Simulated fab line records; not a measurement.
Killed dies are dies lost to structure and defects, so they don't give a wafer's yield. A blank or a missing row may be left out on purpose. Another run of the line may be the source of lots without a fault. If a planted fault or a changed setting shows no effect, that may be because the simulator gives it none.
Which tool did it? | flow n5Finfet | Sampling: 24 lots, 72 wafers, 5 of 1938 route steps

== WHAT THE GAUGES READ, wafer by wafer ==
N5_STI_FIN_REVEAL_CD_MEAS_22: target cd 6.238 nm, pitch 28 nm. Usual: cdNm 6.4 nm, standard deviation 0.31.
lot  | measured    | on       | cdNm (nm)   | flag
L074 | day 2 15:41 | cdSem-01 | 6.3 6.5 5.8 | 
L075 | day 2 18:27 | cdSem-01 | 6.1 6.1 6.0 | 
L076 | day 3 00:34 | cdSem-01 | 6.3 6.6 6.2 | 
L077 | day 3 07:21 | cdSem-02 | 5.7 6.5 5.9 | 
L078 | day 3 12:59 | cdSem-02 | 6.3 6.3 6.2 | 
L079 | day 3 18:38 | cdSem-02 | 6.8 6.4 6.4 | 
L080 | day 4 01:14 | cdSem-02 | 6.7 6.3 5.9 | 
L081 | day 4 06:19 | cdSem-02 | 6.3 6.1 6.2 | 
L082 | day 4 12:04 | cdSem-01 | 6.0 6.4 6.2 | 
L083 | day 4 19:05 | cdSem-01 | 6.4 7.0 6.3 | 
L084 | day 5 02:22 | cdSem-01 | 6.7 6.3 6.6 | 
L085 | day 5 12:20 | cdSem-02 | 5.9 6.2 6.6 | 
L086 | day 5 15:07 | cdSem-01 | 6.4 6.5 6.9 | 
L087 | day 5 18:19 | cdSem-02 | 6.7 6.1 6.5 | 
L088 | day 5 23:49 | cdSem-01 | 6.9 6.1 6.2 | 
L089 | day 6 06:42 | cdSem-01 | 6.2 6.7 6.2 | 
L090 | day 6 12:09 | cdSem-02 | 6.9 6.9 6.6 | 
L091 | day 6 18:26 | cdSem-01 | 6.0 6.6 6.8 | 
L092 | day 7 01:09 | cdSem-01 | 6.2 6.6 6.7 | 
L093 | day 7 07:39 | cdSem-02 | 6.3 6.0 6.3 | 
L094 | day 7 14:01 | cdSem-01 | 6.4 6.5 6.5 | 
L095 | day 7 20:12 | cdSem-02 | 6.7 5.8 6.1 | 
L096 | day 8 00:31 | cdSem-02 | 6.6 6.6 6.8 | 
L097 | day 8 07:44 | cdSem-01 | 6.7 6.5 6.7 | 

N5_STI_FIN_REVEAL_INSPECT_13: inspects for defects (darkfield). Usual: rawDefectCount 12, standard deviation 5.6.
lot  | measured    | on               | rawDefectCount | flag
L074 | day 2 15:49 | defectInspect-02 | 9 8 10         | 
L075 | day 2 18:34 | defectInspect-01 | 12 10 9        | 
L076 | day 3 00:41 | defectInspect-02 | 17 15 25       | 
L077 | day 3 07:28 | defectInspect-01 | 11 22 14       | 
L078 | day 3 13:07 | defectInspect-01 | 13 8 11        | 
L079 | day 3 18:46 | defectInspect-01 | 20 13 32       | 
L080 | day 4 01:22 | defectInspect-01 | 22 5 7         | 
L081 | day 4 06:26 | defectInspect-02 | 22 15 16       | 
L082 | day 4 12:11 | defectInspect-01 | 11 10 3        | 
L083 | day 4 19:12 | defectInspect-02 | 23 17 23       | 
L084 | day 5 02:29 | defectInspect-02 | 3 13 7         | 
L085 | day 5 12:28 | defectInspect-02 | 4 10 6         | 
L086 | day 5 15:14 | defectInspect-02 | 12 6 8         | 
L087 | day 5 18:26 | defectInspect-02 | 10 10 5        | 
L088 | day 5 23:58 | defectInspect-01 | 6 7 6          | 
L089 | day 6 06:49 | defectInspect-02 | 17 6 14        | 
L090 | day 6 12:16 | defectInspect-02 | 15 9 12        | 
L091 | day 6 18:39 | defectInspect-02 | 8 22 8         | 
L092 | day 7 01:16 | defectInspect-02 | 14 10 19       | 
L093 | day 7 07:46 | defectInspect-01 | 16 14 9        | 
L094 | day 7 14:08 | defectInspect-02 | 6 14 10        | 
L095 | day 7 20:19 | defectInspect-02 | 5 10 10        | 
L096 | day 8 00:38 | defectInspect-02 | 8 9 19         | 
L097 | day 8 07:51 | defectInspect-01 | 12 23 12       | 

== EACH LOT AND THE TOOL THAT RAN IT (in order: tool; ch and the chambers of the sampled wafers; start) ==
lot  | N5_STI_FIN_REVEAL_ETCH_34      | N5_STI_FIN_REVEAL_OXIDATION_31     | N5_STI_FIN_REVEAL_OXIDATION_33
L074 | rieSi-02 ch 1,2,3, day 2 15:07 | plasmaAsher-02 ch 0,1, day 2 15:11 | plasmaAsher-01 ch 0,1, day 2 15:32
L075 | rieSi-02 ch 1,2,3, day 2 17:53 | plasmaAsher-02 ch 0,1, day 2 17:56 | plasmaAsher-01 ch 0,1, day 2 18:17
L076 | rieSi-02 ch 1,2, day 2 23:59   | plasmaAsher-01 ch 0,1, day 3 00:04 | plasmaAsher-02 ch 0,1, day 3 00:25
L077 | rieSi-01 ch 1,2,3, day 3 06:46 | plasmaAsher-02 ch 0,1, day 3 06:50 | plasmaAsher-02 ch 0,1, day 3 07:11
L078 | rieSi-02 ch 0,1, day 3 12:25   | plasmaAsher-02 ch 0,1, day 3 12:29 | plasmaAsher-01 ch 0,1, day 3 12:50
L079 | rieSi-02 ch 1,2,3, day 3 18:04 | plasmaAsher-01 ch 0,1, day 3 18:08 | plasmaAsher-01 ch 0,1, day 3 18:29
L080 | rieSi-03 ch 1,2, day 4 00:40   | plasmaAsher-01 ch 0,1, day 4 00:45 | plasmaAsher-01 ch 0,1, day 4 01:06
L081 | rieSi-01 ch 0,1,3, day 4 05:44 | plasmaAsher-01 ch 0,1, day 4 05:47 | plasmaAsher-01 ch 0,1, day 4 06:08
L082 | rieSi-01 ch 0,1, day 4 11:29   | plasmaAsher-02 ch 0,1, day 4 11:33 | plasmaAsher-02 ch 0,1, day 4 11:54
L083 | rieSi-01 ch 1,2, day 4 18:30   | plasmaAsher-02 ch 0,1, day 4 18:35 | plasmaAsher-02 ch 0,1, day 4 18:56
L084 | rieSi-02 ch 2,3, day 5 01:47   | plasmaAsher-01 ch 0,1, day 5 01:51 | plasmaAsher-01 ch 1, day 5 02:12
L085 | rieSi-01 ch 0,1, day 5 11:46   | plasmaAsher-02 ch 0,1, day 5 11:50 | plasmaAsher-01 ch 0,1, day 5 12:11
L086 | rieSi-02 ch 0,1,3, day 5 14:32 | plasmaAsher-01 ch 0,1, day 5 14:36 | plasmaAsher-01 ch 0,1, day 5 14:57
L087 | rieSi-03 ch 0,1,2, day 5 17:44 | plasmaAsher-02 ch 0,1, day 5 17:47 | plasmaAsher-02 ch 0,1, day 5 18:08
L088 | rieSi-01 ch 2,3, day 5 23:15   | plasmaAsher-01 ch 1, day 5 23:19   | plasmaAsher-02 ch 0,1, day 5 23:40
L089 | rieSi-03 ch 1,3, day 6 06:08   | plasmaAsher-01 ch 0,1, day 6 06:11 | plasmaAsher-01 ch 0,1, day 6 06:32
L090 | rieSi-02 ch 1,3, day 6 11:29   | plasmaAsher-02 ch 0,1, day 6 11:32 | plasmaAsher-02 ch 0,1, day 6 11:55
L091 | rieSi-01 ch 0,1,3, day 6 17:52 | plasmaAsher-01 ch 0,1, day 6 17:55 | plasmaAsher-02 ch 0,1, day 6 18:16
L092 | rieSi-03 ch 1,2,3, day 7 00:34 | plasmaAsher-01 ch 0,1, day 7 00:38 | plasmaAsher-01 ch 0,1, day 7 00:59
L093 | rieSi-03 ch 1,2, day 7 07:04   | plasmaAsher-02 ch 0,1, day 7 07:07 | plasmaAsher-02 ch 0,1, day 7 07:29
L094 | rieSi-02 ch 0,2,3, day 7 13:26 | plasmaAsher-02 ch 0, day 7 13:30   | plasmaAsher-02 ch 0,1, day 7 13:51
L095 | rieSi-01 ch 1,2,3, day 7 19:35 | plasmaAsher-02 ch 0,1, day 7 19:39 | plasmaAsher-01 ch 0,1, day 7 20:02
L096 | rieSi-01 ch 1,3, day 7 23:53   | plasmaAsher-02 ch 1, day 7 23:57   | plasmaAsher-02 ch 0,1, day 8 00:22
L097 | rieSi-03 ch 1,3, day 8 07:09   | plasmaAsher-02 ch 0,1, day 8 07:13 | plasmaAsher-02 ch 0,1, day 8 07:34
- N5_STI_FIN_REVEAL_ETCH_34: etches Si in H2, material Si, target depth 0.97 nm.
- N5_STI_FIN_REVEAL_OXIDATION_31: chemistry O2 PLASMA REMOTE, time 20 s.
- N5_STI_FIN_REVEAL_OXIDATION_33: chemistry O2 PLASMA REMOTE, time 20 s.

== AS READ BY THE TOOLS THEMSELVES (means over the sampled wafers that have a number; for cases with no such wafer, the mark the record gives instead) ==
N5_STI_FIN_REVEAL_ETCH_34. Usual: drypumpMotorCurrentA 5.5 A, standard deviation 0.48; oesProductAu 0.990 a.u., standard deviation 0.016; throttleValvePct 26.0 %, standard deviation 0.45.
lot  | tool     | drypumpMotorCurrentA (A) | oesProductAu (a.u.) | throttleValvePct (%) | flag
L074 | rieSi-02 | 5.4                      | 0.987               | 25.9                 | 
L075 | rieSi-02 | 5.4                      | 0.979               | 25.8                 | 
L076 | rieSi-02 | 5.2                      | 0.993               | 26.0                 | 
L077 | rieSi-01 | 5.4                      | 0.984               | 26.2                 | 
L078 | rieSi-02 | 5.2                      | 0.988               | 26.2                 | 
L079 | rieSi-02 | 5.4                      | 0.983               | 25.8                 | 
L080 | rieSi-03 | 5.1                      | 0.986               | 26.0                 | 
L081 | rieSi-01 | 5.9                      | 0.991               | 26.2                 | 
L082 | rieSi-01 | 6.1                      | 0.995               | 25.9                 | 
L083 | rieSi-01 | 5.5                      | 0.987               | 25.9                 | 
L084 | rieSi-02 | 5.6                      | 0.975               | 25.7                 | 
L085 | rieSi-01 | 6.3                      | 0.992               | 26.1                 | 
L086 | rieSi-02 | 5.4                      | 0.986               | 25.9                 | 
L087 | rieSi-03 | 5.2                      | 1.005               | 25.8                 | 
L088 | rieSi-01 | 5.0                      | 0.982               | 26.5                 | 
L089 | rieSi-03 | 5.3                      | 0.995               | 25.9                 | 
L090 | rieSi-02 | 5.5                      | 0.984               | 25.8                 | 
L091 | rieSi-01 | 5.9                      | 0.989               | 26.2                 | 
L092 | rieSi-03 | 5.2                      | 0.998               | 25.7                 | 
L093 | rieSi-03 | 5.1                      | 0.988               | 25.5                 | 
L094 | rieSi-02 | 5.4                      | 0.991               | 26.0                 | 
L095 | rieSi-01 | 5.4                      | 0.986               | 26.2                 | 
L096 | rieSi-01 | 5.5                      | 0.980               | 26.2                 | 
L097 | rieSi-03 | 5.3                      | 0.985               | 25.9                 | 

N5_STI_FIN_REVEAL_OXIDATION_31. Usual: drypumpMotorCurrentA 5.8 A, standard deviation 0.43; heaterPowerW 147 W, standard deviation 9; o2FlowSccm 3002 sccm, standard deviation 7.9.
lot  | tool           | drypumpMotorCurrentA (A) | heaterPowerW (W) | o2FlowSccm (sccm) | flag
L074 | plasmaAsher-02 | 6.1                      | 153              | 3004              | 
L075 | plasmaAsher-02 | 6.1                      | 151              | 3001              | 
L076 | plasmaAsher-01 | 5.4                      | 138              | 3012              | 
L077 | plasmaAsher-02 | 5.9                      | 154              | 2999              | 
L078 | plasmaAsher-02 | 5.9                      | 156              | 2997              | 
L079 | plasmaAsher-01 | 5.5                      | 137              | 3009              | 
L080 | plasmaAsher-01 | 5.5                      | 138              | 3015              | 
L081 | plasmaAsher-01 | 5.4                      | 139              | 3006              | 
L082 | plasmaAsher-02 | 6.1                      | 153              | 3007              | 
L083 | plasmaAsher-02 | 5.9                      | 157              | 3004              | 
L084 | plasmaAsher-01 | 5.5                      | 136              | 3009              | 
L085 | plasmaAsher-02 | 5.9                      | 156              | 2995              | 
L086 | plasmaAsher-01 | 5.5                      | 140              | 2998              | 
L087 | plasmaAsher-02 | 5.9                      | 155              | 3009              | 
L088 | plasmaAsher-01 | 5.4                      | 143              | 2999              | 
L089 | plasmaAsher-01 | 5.4                      | 139              | 3005              | 
L090 | plasmaAsher-02 | 6.1                      | 153              | 3000              | 
L091 | plasmaAsher-01 | 5.5                      | 139              | 3001              | 
L092 | plasmaAsher-01 | 5.4                      | 139              | 2993              | 
L093 | plasmaAsher-02 | 5.9                      | 156              | 3003              | 
L094 | plasmaAsher-02 | 6.4                      | 151              | 2998              | 
L095 | plasmaAsher-02 | 5.9                      | 156              | 2995              | 
L096 | plasmaAsher-02 | 5.6                      | 158              | 3000              | 
L097 | plasmaAsher-02 | 5.9                      | 155              | 2993              | 

N5_STI_FIN_REVEAL_OXIDATION_33. Usual: drypumpMotorCurrentA 5.7 A, standard deviation 0.41; heaterPowerW 146 W, standard deviation 9.3; o2FlowSccm 3002 sccm, standard deviation 8.7.
lot  | tool           | drypumpMotorCurrentA (A) | heaterPowerW (W) | o2FlowSccm (sccm) | flag
L074 | plasmaAsher-01 | 5.4                      | 137              | 3014              | 
L075 | plasmaAsher-01 | 5.5                      | 135              | 3009              | 
L076 | plasmaAsher-02 | 6.1                      | 152              | 3001              | 
L077 | plasmaAsher-02 | 5.9                      | 153              | 2997              | 
L078 | plasmaAsher-01 | 5.5                      | 137              | 3007              | 
L079 | plasmaAsher-01 | 5.5                      | 139              | 3007              | 
L080 | plasmaAsher-01 | 5.4                      | 139              | 3002              | 
L081 | plasmaAsher-01 | 5.4                      | 140              | 2995              | 
L082 | plasmaAsher-02 | 6.1                      | 153              | 3012              | 
L083 | plasmaAsher-02 | 5.9                      | 155              | 2996              | 
L084 | plasmaAsher-01 | 5.4                      | 142              | 3006              | 
L085 | plasmaAsher-01 | 5.4                      | 141              | 3001              | 
L086 | plasmaAsher-01 | 5.5                      | 137              | 3000              | 
L087 | plasmaAsher-02 | 6.1                      | 155              | 2997              | 
L088 | plasmaAsher-02 | 5.9                      | 157              | 2999              | 
L089 | plasmaAsher-01 | 5.4                      | 141              | 3010              | 
L090 | plasmaAsher-02 | 6.1                      | 155              | 3004              | 
L091 | plasmaAsher-02 | 6.1                      | 152              | 2986              | 
L092 | plasmaAsher-01 | 5.4                      | 142              | 2997              | 
L093 | plasmaAsher-02 | 5.9                      | 158              | 2996              | 
L094 | plasmaAsher-02 | 5.9                      | 157              | 3000              | 
L095 | plasmaAsher-01 | 5.5                      | 142              | 3002              | 
L096 | plasmaAsher-02 | 6.1                      | 153              | 3001              | 
L097 | plasmaAsher-02 | 6.1                      | 150              | 3001              | 

== THE ANSWER, worked out from the rows above alone ==
Rule: lot off if the mean of its wafers having a number is beyond 3 standard deviations from the usual mean. A lot without any number at a reading at which 4 lots or more have one is off too. Where the step has rows for the other lots, those lots are counted as sound. First the gauges in route order, then the tools' own readings, where a lot's mean is used as printed above. At the first step where some lot is off, the reading lying furthest off is the one used; lots without a number count as furthest.
None of the lots is off at any reading shown; this tells nothing.

== WHAT THE SIMULATOR PUT IN ==
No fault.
